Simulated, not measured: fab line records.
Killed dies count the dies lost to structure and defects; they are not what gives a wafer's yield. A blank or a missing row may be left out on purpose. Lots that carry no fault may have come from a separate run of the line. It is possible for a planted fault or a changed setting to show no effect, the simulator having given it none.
Split-lot study | flow n5_finfet | 21 wafers read from 7 lots, route of 1938 steps

== SPLIT DETAILS ==
At N5_BEOL_M1_ETCH_77 (etches underlayer in N2/H2, target depth 6.5 nm, time 5.2 s), the setting source_w was moved away from the recipe's 840 W on 8 of the 21 wafers read, by -7.1% to +16.9%. This setting was run at the recipe's value on the other wafers.

The split's own step is where the reading is taken.

== THE READING ==
rf_vpp_V, in V, at N5_BEOL_M1_ETCH_77 (etches underlayer in N2/H2, target depth 6.5 nm, time 5.2 s). On this fab line, fault-free wafers typically give 523.6 V with a standard deviation of 2.7 V.

wafer  | tool, chamber at the split | source_w as run, W | against the recipe | rf_vpp_V, V | against lot-mates on the recipe
L076.2 | rie_diel-02, 1             | 840                | recipe             | 530.8       | -
L076.5 | rie_diel-02, 1             | 840                | recipe             | 524.0       | -
L076.6 | rie_diel-02, 0             | 780.1              | -7.1%              | 536.0       | +8.6
L080.1 | rie_diel-02, 2             | 840                | recipe             | 525.1       | -
L080.3 | rie_diel-02, 3             | 960.5              | +14.3%             | 495.7       | -29.4
L080.6 | rie_diel-02, 3             | 960.5              | +14.3%             | 497.6       | -27.5
L079.1 | rie_diel-01, 1             | 981.7              | +16.9%             | 497.7       | -27.6
L079.2 | rie_diel-01, 2             | 840                | recipe             | 525.3       | -
L079.3 | rie_diel-01, 0             | 981.7              | +16.9%             | 495.6       | -29.7
L083.4 | rie_diel-02, 1             | 840                | recipe             | 528.4       | -
L083.5 | rie_diel-02, 2             | 930                | +10.7%             | 503.3       | -25.1
L083.6 | rie_diel-02, 1             | 930                | +10.7%             | 509.4       | -19.0
L086.2 | rie_diel-01, 3             | 939                | +11.8%             | 499.5       | -25.0
L086.3 | rie_diel-01, 2             | 840                | recipe             | 525.5       | -
L086.4 | rie_diel-01, 1             | 840                | recipe             | 523.4       | -
L091.1 | rie_diel-01, 1             | 840                | recipe             | 522.7       | -
L091.2 | rie_diel-01, 0             | 840                | recipe             | 520.2       | -
L091.3 | rie_diel-01, 3             | 840                | recipe             | 517.6       | -
L092.3 | rie_diel-01, 2             | 840                | recipe             | 524.1       | -
L092.4 | rie_diel-01, 1             | 840                | recipe             | 524.1       | -
L092.5 | rie_diel-01, 2             | 840                | recipe             | 528.6       | -

THE FIT
A straight line over all 21 wafers: rf_vpp_V changes by -1.78 V for each +1% of source_w; r = -0.97; the points scatter about the line by 3.3 V.
The same after taking each lot's own level away (the mean of its wafers on the recipe; 21 wafers): -1.83 V for each +1%; r = -0.98; scatter 2.6 V.
Per that fit: largest source_w move, reading shift of 31 V.
Measured against the standard deviation above, the lots' own levels, which go from 520.17 to 528.40 V, span 3.0 times it.
Hence the lot-to-lot level has little effect on the slope; both slopes agree.
Check: with one of the wafers moved furthest among these (+16.9%) left out of the fit, the line predicts -32.4 V for it against its lot-mates. Against them it came out at -27.6 V.
Tool readings at the split's step, against how far the setting was moved: etch_rf_on_time_s r = -0.94; rf_vpp_V r = -0.97.

== OTHER SPLITS APPLIED TO THESE WAFERS ==
Other splits were also applied to these wafers ahead of the reading. Each is held against what the fit with the lots' levels taken away leaves over:
other split on the same wafers    | wafers away from the commonest value | r with rf_vpp_V (lot level and that fit taken away)
N5_BEOL_M0_CUTY_EXPOSE_54 dose_mj | 5                                    | +0.13

== THE WHOLE CHAIN: every reading that the file lists as answering this split, in the file's order ==
step               | what it does                                                | reading           | change (the file's fit)              | r (the file's)
N5_BEOL_M1_ETCH_77 | etches underlayer in N2/H2, target depth 6.5 nm, time 5.2 s | etch_rf_on_time_s | withheld for each +1% of the setting | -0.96
N5_BEOL_M1_ETCH_77 | etches underlayer in N2/H2, target depth 6.5 nm, time 5.2 s | rf_vpp_V          | -1.87 V for each +1% of the setting  | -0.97

== FILE'S OWN FIT ==
rf_vpp_V changes by -1.87 V for each +1% of source_w, r = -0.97.
